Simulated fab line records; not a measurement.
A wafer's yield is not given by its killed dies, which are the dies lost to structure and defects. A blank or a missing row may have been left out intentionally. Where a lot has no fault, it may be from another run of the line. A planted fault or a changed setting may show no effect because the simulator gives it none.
Chamber matching || flow nandHarc || 4 sister chambers for NHARC_A_STAIRCASE_DESCUM_219 on rieDiel-13
The step chemistry O2, time 3 s. 8 wafers are shown with their chamber, then 7 later ones without.

== WAFERS, EACH WITH ITS CHAMBER ==
{"wafer": "L079.5", "chamber": 2, "showerheadPlenumPTorr (Torr)": 1.99, "chamberPressureMTorr (mTorr)": 60.07}
{"wafer": "L084.5", "chamber": 2, "showerheadPlenumPTorr (Torr)": 1.98, "chamberPressureMTorr (mTorr)": 60.07}
{"wafer": "L086.1", "chamber": 1, "showerheadPlenumPTorr (Torr)": 1.79, "chamberPressureMTorr (mTorr)": 59.91}
{"wafer": "L086.5", "chamber": 3, "showerheadPlenumPTorr (Torr)": 2.03, "chamberPressureMTorr (mTorr)": 59.88}
{"wafer": "L089.5", "chamber": 0, "showerheadPlenumPTorr (Torr)": 1.90, "chamberPressureMTorr (mTorr)": 59.97}
{"wafer": "L089.6", "chamber": 1, "showerheadPlenumPTorr (Torr)": 1.79, "chamberPressureMTorr (mTorr)": 59.97}
{"wafer": "L091.3", "chamber": 0, "showerheadPlenumPTorr (Torr)": 1.90, "chamberPressureMTorr (mTorr)": 59.95}
{"wafer": "L091.5", "chamber": 3, "showerheadPlenumPTorr (Torr)": 2.02, "chamberPressureMTorr (mTorr)": 59.96}

== WAFERS WITHOUT THEIR CHAMBER ==
{"wafer": "L091.6", "showerheadPlenumPTorr (Torr)": 1.97, "chamberPressureMTorr (mTorr)": 59.93}
{"wafer": "L094.2", "showerheadPlenumPTorr (Torr)": 1.89, "chamberPressureMTorr (mTorr)": 60.03}
{"wafer": "L094.4", "showerheadPlenumPTorr (Torr)": 2.02, "chamberPressureMTorr (mTorr)": 59.98}
{"wafer": "L094.6", "showerheadPlenumPTorr (Torr)": 1.79, "chamberPressureMTorr (mTorr)": 59.99}
{"wafer": "L096.1", "showerheadPlenumPTorr (Torr)": 1.97, "chamberPressureMTorr (mTorr)": 59.94}
{"wafer": "L096.2", "showerheadPlenumPTorr (Torr)": 1.78, "chamberPressureMTorr (mTorr)": 59.96}
{"wafer": "L096.3", "showerheadPlenumPTorr (Torr)": 2.01, "chamberPressureMTorr (mTorr)": 59.90}

== CHAMBER TAKEN BY EACH ==
{"wafer": "L091.6", "from the rows above": 2, "in truth": 2}
{"wafer": "L094.2", "from the rows above": 0, "in truth": 0}
{"wafer": "L094.4", "from the rows above": 3, "in truth": 3}
{"wafer": "L094.6", "from the rows above": 1, "in truth": 1}
{"wafer": "L096.1", "from the rows above": 2, "in truth": 2}
{"wafer": "L096.2", "from the rows above": 1, "in truth": 1}
{"wafer": "L096.3", "from the rows above": 3, "in truth": 3}
7 of 7 placed correctly. Not placeable from these rows: 0. Number placed wrongly: 0.
How it was worked out, from the rows above alone: a wafer's distance from a chamber is the root of the sum, over the readings, of the square of ((its reading less the chamber's mean) divided by the reading's scatter). The wafer belongs to the nearest chamber; if the next one is less than 2 further off, it can't be placed. For every chamber, the mean is computed from those of its wafers that are shown. How the scatter is found: for the shown wafers, subtract from each reading the mean of its chamber, square and add these, divide the total by (wafers less chambers), then take the root.
